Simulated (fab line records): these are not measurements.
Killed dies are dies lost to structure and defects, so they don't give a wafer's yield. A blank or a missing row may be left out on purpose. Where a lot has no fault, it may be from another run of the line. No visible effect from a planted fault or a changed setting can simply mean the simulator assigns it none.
Matching of chambers / flow n5_finfet / rie_diel-03 running N5_HKMG_FIN_ETCH_54: 4 sister chambers
The step etches SiARC in CF4, target depth 45.5 nm, time 75.8 s. 4 wafers are shown with their chamber, then 11 later ones without.

== WAFERS WITH THEIR CHAMBER ==
wafer=L083.4; chamber=3; drypump_motor_current_A (A)=6.5
wafer=L085.2; chamber=1; drypump_motor_current_A (A)=5.2
wafer=L085.4; chamber=2; drypump_motor_current_A (A)=5.3
wafer=L088.1; chamber=0; drypump_motor_current_A (A)=5.7

== WAFERS WHOSE CHAMBER IS MISSING ==
wafer=L088.3; drypump_motor_current_A (A)=6.5
wafer=L088.6; drypump_motor_current_A (A)=5.3
wafer=L090.3; drypump_motor_current_A (A)=6.5
wafer=L090.4; drypump_motor_current_A (A)=5.2
wafer=L090.5; drypump_motor_current_A (A)=5.2
wafer=L092.1; drypump_motor_current_A (A)=5.6
wafer=L092.2; drypump_motor_current_A (A)=6.5
wafer=L092.6; drypump_motor_current_A (A)=5.3
wafer=L095.2; drypump_motor_current_A (A)=5.7
wafer=L095.5; drypump_motor_current_A (A)=5.7
wafer=L095.6; drypump_motor_current_A (A)=5.3

== CHAMBER TAKEN BY EACH ==
wafer=L088.3; from the rows above=3; in truth=3
wafer=L088.6; from the rows above=2; in truth=2
wafer=L090.3; from the rows above=3; in truth=3
wafer=L090.4; from the rows above=1; in truth=1
wafer=L090.5; from the rows above=1; in truth=1
wafer=L092.1; from the rows above=0; in truth=0
wafer=L092.2; from the rows above=3; in truth=3
wafer=L092.6; from the rows above=2; in truth=2
wafer=L095.2; from the rows above=0; in truth=0
wafer=L095.5; from the rows above=0; in truth=0
wafer=L095.6; from the rows above=2; in truth=2
Correctly placed: 11 of 11. Number that these rows cannot place: 0. Wrongly placed: 0.
How it was worked out, from the rows above alone: a wafer's distance from a chamber is the root of the sum, over the readings, of the square of ((its reading less the chamber's mean) divided by the reading's scatter). If the next closest chamber is less than 2 further off than the closest, the wafer can't be placed; otherwise it belongs to the closest. The mean given for a chamber averages the wafers shown for that chamber. The scatter: with one shown wafer a chamber, the root of the mean of the squares of how far each hidden wafer lies from its nearest shown one.
